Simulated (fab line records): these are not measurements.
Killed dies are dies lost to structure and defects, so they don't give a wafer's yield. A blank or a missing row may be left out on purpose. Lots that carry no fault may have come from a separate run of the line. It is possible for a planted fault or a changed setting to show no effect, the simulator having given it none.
Struck lot and sound lot, side by side    flow n5Finfet    41 out of 1938 route steps
Sound: wafers L259.2, L259.5, L259.6. Struck: wafer L278.4 (L278.1, L278.3, from the same lot, were not struck and are left out); the cause is given at the end.
Each step with rows lists, per side, the tool, then ch with its chambers, then its first start. Under that, the readings that differ: sound wafers    struck wafers    difference of the means    sigmas: that difference in standard deviations of wafers without a fault.
alike: words and numbers the same on both sides, and readings whose means are apart by under 2 such deviations; not compared: readings that were withheld, readings missing a value for some wafer, numbers with overlapping values and no deviation given by the record, and bounds like >300 which may hide the same value.
Wherever a step has rows on one side only, a row that says differs or no value, or a row with sigmas, the two part there. When numbers do not overlap yet have no deviation, they are printed without sigmas and do not part them. A reading that every wafer of one side lacks parts them only if that side has two wafers or more.

N5_DUMMY_GATE_ETCH_36: etches SiARC in CF4, target depth 13 nm.
  sound on rieDiel-05 ch 0,1,2, day 2 21:25; struck on rieDiel-05 ch 0, day 7 20:01
  alike: biasW, drypumpMotorCurrentA, oesProductAu, rfVppV, showerheadPlenumPTorr, throttleValvePct
  not compared: rfHoursCounterH
N5_DUMMY_GATE_ETCH_37: etches SOC in N2/H2, target depth 60 nm, overetch 30 nm.
  sound on rieDiel-05 ch 0,1,2, day 2 21:28; struck on rieDiel-05 ch 0, day 7 20:04
  alike: biasW, drypumpMotorCurrentA, h2FlowSccm, n2FlowSccm, oesProductAu, rfVppV, showerheadPlenumPTorr, throttleValvePct
  not compared: rfHoursCounterH
then, 4 steps without rows for these wafers: N5_DUMMY_GATE_STRIP_38 (strips in N2/H2); N5_DUMMY_GATE_STRIP_39 (strips in N2/H2); N5_DUMMY_GATE_TRIM_49 (chemistry O2, time 29 s, target cd 14 nm); N5_DUMMY_GATE_STRIP_40 (strips in CF4).
N5_DUMMY_GATE_CD_MEAS_50 targets a cd of 14 nm.
  struck on cdSem-01, day 7 20:17; sound on cdSem-03, day 2 21:43
  alike: cdNm
then, 5 steps without rows for these wafers: N5_DUMMY_GATE_ETCH_31 (etches SiO2 in C4F6/O2, target depth 82.5 nm, time 27.5 s); N5_DUMMY_GATE_STRIP_41 (strips in O2); N5_DUMMY_GATE_HM_OPEN_21 (chemistry CH3F/O2, target SiNx, target depth 120 nm, time 171.4 s); N5_DUMMY_GATE_ETCH_32 (etches SiO2 in CF4, target depth 3.5 nm, time 3.9 s); N5_DUMMY_GATE_ETCH_23 (etches poly-Si in HBr/Cl2/O2, target depth 41 nm, time 22.3 s).
N5_DUMMY_GATE_ETCH_44: etches poly-Si in HBr/O2, stops on SiO2, target depth 127.5 nm.
  sound on rieSi-04 ch 2,3, day 2 22:10; struck on rieSi-04 ch 0, day 7 20:40
  alike: biasW, drypumpMotorCurrentA, oesProductAu, throttleValvePct
  not compared: rfHoursCounterH
N5_DUMMY_GATE_CD_MEAS_24 targets a cd of 15 nm.
  struck on cdSem-01, day 7 20:47; sound on cdSem-02, day 2 22:17
  alike: cdNm
then, 1 step without rows for these wafers: N5_DUMMY_GATE_ETCH_42 (etches SiO2 in CHF3/O2, target depth 3.5 nm, time 31 s).
N5_DUMMY_GATE_STRIP_48: strips in N2/H2, time 20 s.
  sound on rieDiel-02 ch 0,1,3, day 2 22:28; struck on rieDiel-02 ch 2, day 7 20:54
reading                       sound           struck  difference  sigmas
showerheadPlenumPTorr (Torr)  3.48 3.47 3.52  3.18    -0.31       -3
  alike: drypumpMotorCurrentA, h2FlowSccm, n2FlowSccm, oesProductAu, rfVppV, throttleValvePct
  not compared: rfHoursCounterH
then, 5 steps without rows for these wafers: N5_DUMMY_GATE_PRECLEAN_33 (cleans in dHF, time 10 s); N5_DUMMY_GATE_PRECLEAN_25 (cleans in O3/DIW, time 45 s); N5_DUMMY_GATE_PRECLEAN_51 (cleans in SC2, time 45 s); N5_DUMMY_GATE_SRD_26 (time 30 s); N5_DUMMY_GATE_UV_OZONE_45 (time 120 s).
N5_DUMMY_GATE_INSPECT_27: inspects for defects (brightfield).
  struck on defectInspect-02, day 7 21:05; sound on defectInspect-02, day 2 22:39
  alike: rawDefectCount
then, 1 step without rows for these wafers: N5_SPACER0_ALD_07 (deposits SiNx, target thk 2 nm).
N5_SPACER0_ALD_00: deposits SiOCN, target thk 3.5 nm, pulse time 3 s, purge time 2 s.
  sound on aldSin-03 ch 0,1,3, day 2 22:50; struck on aldSin-02 ch 1, day 7 21:19
  alike: heaterPowerW, precursorPulseHeightRel
then, 1 step without rows for these wafers: N5_SPACER0_ALD_08 (deposits SiNx, target thk 2 nm).
N5_SPACER0_INSPECT_04: inspects for defects (darkfield).
  struck on defectInspect-02, day 7 21:44; sound on defectInspect-01, day 2 23:15
  alike: rawDefectCount
then, 8 steps without rows for these wafers: N5_SD_EPI_N_COAT_32 (time 60 s, resist thk 350 nm); N5_SD_EPI_N_COAT_33 (time 60 s, resist thk 35 nm); N5_SD_EPI_N_COAT_03 (resist thk 150 nm); N5_SD_EPI_N_EBR_05; N5_SD_EPI_N_SOFTBAKE_04 (time 60 s); N5_SD_EPI_N_EXPOSE_06 (exposes mask SD N BLK, target cd 120 nm); N5_SD_EPI_N_PEB_07 (peb time 60 s); N5_SD_EPI_N_DEVELOP_08 (develop time 30 s).
N5_SD_EPI_N_CD_MEAS_09 targets a cd of 120 nm.
  sound on cdSem-02 ch 0, day 2 23:39; struck on cdSem-01 ch 0, day 7 22:08
  alike: cdNm
N5_SD_EPI_N_OVL_MEAS_10:
  sound on overlay-01 ch 0, day 2 23:41; struck on overlay-02 ch 0, day 7 22:10
reading            sound          struck  difference  sigmas
SD_N_BLK_OVL (nm)  -0.5 0.6 -1.3  1.1     +1.5        +2
N5_SD_EPI_N_INSPECT_11: inspects for defects (macro).
  struck on defectInspect-01, day 7 22:11; sound on defectInspect-02, day 2 23:42
  alike: rawDefectCount
N5_SD_EPI_N_DESCUM_14: chemistry O2, time 7.9 s.
  sound on rieDiel-04 ch 0,2,3, day 2 23:49; struck on rieDiel-06 ch 3, day 7 22:28
reading                   sound              struck  difference  sigmas
model.SD_EPI_N.cdNm (nm)  120.8 121.2 120.4  121.4   +0.6        
  alike: drypumpMotorCurrentA, oesProductAu, rfVppV, showerheadPlenumPTorr, throttleValvePct
  not compared: rfHoursCounterH
N5_SD_EPI_N_ETCH_34: etches SiARC in CF4, target depth 45.5 nm, time 75.8 s.
  sound on rieDiel-04 ch 0,2,3, day 2 23:52; struck on rieDiel-06 ch 3, day 7 22:31
reading                   sound              struck  difference  sigmas
model.SD_EPI_N.cdNm (nm)  120.8 121.2 120.4  121.6   +0.8        
  alike: biasW, drypumpMotorCurrentA, etchRfOnTimeS, oesProductAu, rfVppV, showerheadPlenumPTorr, throttleValvePct
  not compared: rfHoursCounterH
N5_SD_EPI_N_ETCH_35: etches SOC in N2/H2, overetch 108 nm, time 486 s.
  sound on rieDiel-04 ch 0,2,3, day 2 23:55; struck on rieDiel-06 ch 3, day 7 22:34
reading            sound              struck  difference  sigmas
h2FlowSccm (sccm)  200.2 201.0 200.7  199.3   -1.3        -2
  alike: biasW, drypumpMotorCurrentA, n2FlowSccm, oesProductAu, rfVppV, showerheadPlenumPTorr, throttleValvePct
  not compared: rfHoursCounterH
-- a jump in the record: the struck wafers' starts before and after are 5 days apart (it breaks off in module SD_EPI_N and resumes in module BEOL_M4, where the first step shown is number 1111 of the route) --
N5_BEOL_M4_RC_MEAS_101:
  sound on prober-01 ch 0, day 7 20:23; struck on prober-02 ch 0, day 13 05:03
reading        sound           struck  difference  sigmas
SS_N (mV/dec)  71.6 72.7 71.6  70.2    -1.8        -2
  alike: DIBL_N, DIBL_P, IOFF_N, IOFF_P, ION_N, ION_P, SS_P, VT_N, VT_P

## WHERE THEY PART
Last at N5_BEOL_M4_RC_MEAS_101 as far as this record goes, first at N5_DUMMY_GATE_STRIP_48.

WHY: what the simulator had put in
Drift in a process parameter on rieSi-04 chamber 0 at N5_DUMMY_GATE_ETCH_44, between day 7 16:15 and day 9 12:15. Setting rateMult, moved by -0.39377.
